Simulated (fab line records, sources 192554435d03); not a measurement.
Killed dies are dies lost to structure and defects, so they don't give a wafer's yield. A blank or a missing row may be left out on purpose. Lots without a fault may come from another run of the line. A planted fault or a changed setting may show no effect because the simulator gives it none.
fab line records | flow n5_finfet | part 2 of 2: steps 5 to 6 of 6
record lots=21 wafers=63 last_day=17
route steps=1938 shown MOL_CONTACT_COAG@581 BEOL_M0_SAQP@664
lots that met no fault: from a run of the same line without faults
start_h: hours from the record's first day to the start of the lot's first wafer shown | wait_h: hours since the lot's step before | " the same as in the row above | L1.1+2: a row that stands for several wafers | - no value, or no start given | * or withheld: withheld | < > ~ a bound
route shown NAME@n: a module of which the file shows steps, and the number in the route of the first | usual: mean/standard deviation of fault-free wafers | same: alike in all rows | chamber/n: place in a boat | sites: the reading at each site | _std_site: their standard deviation | _edge_site: outer sites' mean less inner sites' | radius_mm: how far each site lies from the wafer's centre | mask NAME#n: copy n | behind: the tool/chamber that last shaped the wafer | hold: why the lot was held/for how many hours/how that ended | device: the transistor (n, p or np) that didn't switch | end of line: the same wafers' tests at the end of the route | a step without rows: its recipe alone | killed: dies lost to structure and defects at the first sort, not the wafer's yield | map: a wafer's dies, x killed, . not, _ none there
set.NAME: the setting as run; set.NAME@STEP: as run at that earlier step | model.NAME: the simulator's own value behind a step, which no gauge read
steps of the route over a sample of lots; a table a step, a row a wafer
services: from which hour (start_h, from the record's first day; less than 0 if before it) a tool's chamber was out of use, for how many hours, and why
## steps
# step N5_BEOL_M0_SAQP_SPACER1_ETCHBACK_99
# recipe chemistry=CHF3/O2 mode=anisotropic_etchback target=SiO2 target_depth_a=154 time_s=7.7 pressure_mtorr=30 source_w=650 bias_w=170 Ar_flow_sccm=200 CHF3_flow_sccm=50 O2_flow_sccm=5 ion_energy_ev=200
# usual drypump_motor_current_A=5.6/0.51 oes_product_au=0.77/0.086 rf_vpp_V=514/11 showerhead_plenum_p_Torr=2.38/0.1 throttle_valve_pct=19.00/0.24
# columns lot.wafer tool chamber start_h wait_h drypump_motor_current_A oes_product_au rf_hours_counter_h rf_vpp_V showerhead_plenum_p_Torr throttle_valve_pct
L074.2 rie_diel-06 2 113.44 0.3 4.7 0.70 206 511 2.41 19.26
L074.3 " 3 " " 4.8 0.86 71 516 2.41 18.79
L074.4 " 0 " " 6.2 0.73 202 531 2.28 19.26
L076.2 rie_diel-02 1 121.52 0.3 5.5 0.70 212 502 2.39 19.35
L076.3 " 0 " " 5.7 0.75 123 525 2.25 19.19
L076.6 " 2 " " 5.7 0.86 - 505 2.34 18.77
L077.3 rie_diel-03 0 126.30 0.3 5.9 0.69 196 512 2.50 18.82
L077.5 " 2 " " 5.3 0.89 - 523 2.36 18.99
L077.6 " 3 " " 6.5 0.70 - 502 2.27 18.85
L078.2 rie_diel-02 1 132.84 0.3 5.5 0.70 216 501 2.39 19.36
L078.3 " 0 " " 5.7 0.75 126 524 2.25 19.20
L078.4 " 2 " " 5.7 0.86 60 506 2.34 18.79
L079.1 rie_diel-02 2 141.69 0.3 5.6 0.85 62 506 2.33 18.79
L079.2 " 3 " " 5.9 0.66 245 534 2.50 19.12
L079.6 " 2 " " 5.6 0.86 - 504 2.33 18.77
L080.1 rie_diel-06 0 145.11 0.3 6.2 0.73 212 530 2.28 19.28
L080.3 " 3 " " 4.7 0.86 81 514 2.41 18.83
L080.4 " 2 " " 4.7 0.70 216 511 2.40 19.28
L081.1 rie_diel-03 3 151.22 0.3 6.5 0.69 224 502 2.27 18.85
L081.3 " 1 " " 5.0 0.92 17 509 2.56 18.60
L081.6 " 3 " " 6.5 0.69 - 501 2.27 18.86
L082.1 rie_diel-03 0 155.22 0.3 6.0 0.69 204 510 2.49 18.84
L082.3 " 1 " " 5.1 0.91 19 509 2.56 18.59
L082.4 " 3 " " 6.4 0.69 226 501 2.27 18.85
L083.1 rie_diel-06 2 159.81 0.3 4.8 0.69 221 512 2.40 19.29
L083.4 " 0 " " 6.3 0.72 217 532 2.28 19.27
L083.5 " 1 " " 5.4 0.82 - 511 2.55 18.84
L084.2 rie_diel-03 2 167.30 0.3 5.2 0.86 39 523 2.36 19.01
L084.3 " 1 " " 5.0 0.89 23 509 2.56 18.60
L084.6 " 1 " " 5.0 0.89 - 508 2.56 18.60
L086.2 rie_diel-02 3 183.25 0.4 6.0 0.96 3 534 2.50 18.70
L086.3 " 0 " " 5.7 0.73 143 524 2.24 19.23
L086.6 " 0 " " 5.7 0.74 - 525 2.24 19.21
L087.3 rie_diel-02 3 185.58 0.3 6.0 0.96 3 534 2.50 18.70
L087.5 " 2 " " 5.6 0.83 - 503 2.33 18.81
L087.6 " 1 " " 5.4 0.69 - 501 2.38 19.38
L088.1 rie_diel-06 2 194.76 0.3 4.7 0.69 231 511 2.40 19.30
L088.5 " 1 " " 5.4 0.79 - 511 2.54 18.85
L088.6 " 0 " " 6.3 0.71 - 530 2.28 19.28
L089.1 rie_diel-03 3 199.42 0.3 6.5 0.69 240 501 2.26 18.87
L089.2 " 2 " " 5.3 0.85 51 520 2.36 19.04
L089.3 " 1 " " 5.0 0.87 35 508 2.55 18.63
L090.1 rie_diel-06 3 203.52 0.3 4.7 0.83 99 515 2.40 18.87
L090.3 " 0 " " 6.2 0.70 226 532 2.27 19.31
L090.5 " 2 " " 4.7 0.68 - 511 2.40 19.32
L091.2 rie_diel-02 3 207.60 0.3 6.0 0.95 9 533 2.49 18.71
L091.5 " 1 " " 5.4 0.68 - 500 2.38 19.40
L091.6 " 0 " " 5.7 0.73 - 525 2.24 19.24
L092.1 rie_diel-03 2 213.68 0.4 5.3 0.83 58 523 2.35 19.04
L092.2 " 3 " " 6.5 0.68 246 501 2.26 18.89
L092.4 " 2 " " 5.2 0.84 - 522 2.35 19.04
L093.2 rie_diel-06 2 220.02 0.3 4.7 0.68 239 511 2.39 19.33
L093.3 " 3 " " 4.8 0.82 104 514 2.40 18.88
L093.4 " 1 " " 5.4 0.80 109 510 2.54 18.85
L094.3 rie_diel-02 1 230.52 0.3 5.5 0.68 246 500 2.38 19.39
L094.4 " 0 " " 5.7 0.73 156 525 2.24 19.24
L094.6 " 3 " " 6.0 0.94 - 535 2.49 18.74
L096.4 rie_diel-02 3 240.40 0.3 6.0 0.91 18 533 2.49 18.74
L096.5 " 1 " " 5.4 0.68 - 502 2.38 19.40
L096.6 " 2 " " 5.7 0.81 - 504 2.32 18.83
L097.2 rie_diel-03 2 248.09 0.3 5.3 0.82 71 523 2.35 19.05
L097.4 " 3 " " 6.4 0.67 - 501 2.25 18.92
L097.6 " 2 " " 5.3 0.81 - 523 2.35 19.06
# step N5_BEOL_M0_SAQP_MANDREL1_REMOVE_100
# recipe chemistry=HBr/Cl2/O2 bt_time_s=10 target=a-Si stop_on=SiNx endpoint=OES-SiCl over_etch_frac=0.85 icp_w=600 bias_w=30 HBr_flow_sccm=150 Cl2_flow_sccm=80 O2_flow_sccm=5 pressure_mtorr=10
# usual drypump_motor_current_A=5.7/0.41 oes_product_au=0.996/0.022 throttle_valve_pct=36.8/0.46
# same over_etch_frac=0.85
# columns lot.wafer tool chamber start_h wait_h drypump_motor_current_A oes_product_au rf_hours_counter_h throttle_valve_pct
L074.2 rie_si-02 2 113.52 0.1 6.4 0.978 35 37.3
L074.3 " 0 " " 6.1 1.017 192 37.2
L074.4 " 1 " " 5.3 0.972 85 36.9
L076.2 rie_si-02 1 121.61 0.1 5.2 0.975 86 36.9
L076.3 " 0 " " 6.2 1.021 192 37.2
L076.6 " 0 " " 6.1 1.017 - 37.2
L077.3 rie_si-02 0 126.39 0.1 6.1 1.011 193 37.2
L077.5 " 2 " " 6.3 0.980 - 37.3
L077.6 " 1 " " 5.2 0.978 - 36.9
L078.2 rie_si-03 0 132.92 0.1 6.0 1.021 185 36.9
L078.3 " 2 " " 5.2 0.997 166 36.2
L078.4 " 1 " " 5.6 0.969 122 36.3
L079.1 rie_si-06 0 141.78 0.1 6.1 0.997 142 36.9
L079.2 " 2 " " 5.6 1.010 63 36.8
L079.6 " 3 " " 5.0 1.037 - 37.2
L080.1 rie_si-02 3 145.20 0.1 5.8 0.970 46 36.0
L080.3 " 1 " " 5.2 0.975 86 36.9
L080.4 " 0 " " 6.1 1.028 193 37.2
L081.1 rie_si-03 0 151.31 0.1 6.0 1.022 186 36.9
L081.3 " 1 " " 5.6 0.978 122 36.3
L081.6 " 1 " " 5.6 0.972 - 36.3
L082.1 rie_si-03 0 155.31 0.1 6.0 1.024 186 36.9
L082.3 " 1 " " 5.5 0.986 123 36.3
L082.4 " 2 " " 5.2 1.000 166 36.2
L083.1 rie_si-06 1 159.90 0.1 6.1 0.987 73 37.4
L083.4 " 2 " " 5.6 0.992 64 36.8
L083.5 " 2 " " 5.6 0.998 - 36.8
L084.2 rie_si-02 1 167.39 0.1 5.2 0.985 86 36.9
L084.3 " 2 " " 6.4 0.973 36 37.3
L084.6 " 3 " " 5.9 0.970 - 36.0
L086.2 rie_si-06 0 183.34 0.1 6.2 0.990 143 36.9
L086.3 " 2 " " 5.6 1.012 64 36.8
L086.6 " 2 " " 5.6 1.006 - 36.8
L087.3 rie_si-03 2 185.66 0.1 5.2 1.005 167 36.2
L087.5 " 3 " " 5.6 1.014 - 37.3
L087.6 " 0 " " 6.0 1.030 - 36.8
L088.1 rie_si-03 0 194.85 0.1 6.0 1.014 187 36.9
L088.5 " 2 " " 5.2 0.995 - 36.2
L088.6 " 3 " " 5.6 1.022 - 37.3
L089.1 rie_si-03 3 199.51 0.1 5.6 1.014 2 37.3
L089.2 " 2 " " 5.2 1.005 167 36.2
L089.3 " 1 " " 5.6 0.965 123 36.3
L090.1 rie_si-03 0 203.60 0.1 6.0 1.031 187 36.9
L090.3 " 1 " " 5.6 0.969 124 36.3
L090.5 " 1 " " 5.6 0.967 - 36.3
L091.2 rie_si-02 2 207.69 0.1 6.4 0.972 37 37.3
L091.5 " 2 " " 6.3 0.987 - 37.3
L091.6 " 1 " " 5.2 0.991 - 36.9
L092.1 rie_si-03 3 213.77 0.1 5.6 1.018 2 37.3
L092.2 " 1 " " 5.6 0.965 124 36.3
L092.4 " 2 " " 5.2 0.994 - 36.2
L093.2 rie_si-02 1 220.10 0.1 5.2 0.972 88 36.9
L093.3 " 3 " " 5.8 0.959 47 36.0
L093.4 " 0 " " 6.2 0.986 1 36.9
L094.3 rie_si-02 2 230.61 0.1 6.3 0.964 38 37.3
L094.4 " 1 " " 5.3 0.975 88 36.9
L094.6 " 2 " " 6.4 0.971 - 37.3
L096.4 rie_si-02 3 240.49 0.1 5.8 0.970 48 36.0
L096.5 " 0 " " 6.2 0.998 - 36.9
L096.6 " 3 " " 5.8 0.970 - 36.0
L097.2 rie_si-06 1 248.18 0.1 6.1 1.003 74 37.4
L097.4 " 1 " " 6.1 1.003 - 37.4
L097.6 " 3 " " 4.9 1.048 - 37.2
## services
# columns tool chamber start_h hours kind
rie_diel-04 0 87.45 6.6 repair
rie_diel-04 3 94.41 - clean
rie_diel-04 3 94.41 - consumable_replace:focus_ring
rie_diel-05 3 96.43 - clean
rie_diel-05 3 96.43 - consumable_replace:focus_ring
rie_diel-05 3 96.43 19.5 scheduled_down
rie_diel-05 3 96.43 19.5 vent_cycle
rie_diel-06 - 98.98 0.4 repair
rie_diel-04 2 108.99 - clean
rie_diel-04 2 108.99 - consumable_replace:focus_ring
rie_diel-03 0 115.96 8.9 repair
rie_si-03 - 126.25 0.8 repair
rie_diel-04 - 148.85 0.1 repair
plasma_asher-02 - 149.07 2.7 pm
rie_diel-06 0 163.38 9.6 repair
rie_diel-04 2 172.28 4.3 repair
rie_diel-05 0 185.05 3.2 repair
rie_diel-04 - 190.71 1.6 repair
plasma_asher-02 - 227.11 12.4 pm
rie_diel-05 1 230.89 5.4 repair
plasma_asher-02 - 242.04 4.9 repair
rie_diel-04 2 242.38 12.5 repair
rie_si-06 0 242.92 5.8 repair
rie_si-03 - 246.01 4.3 pm
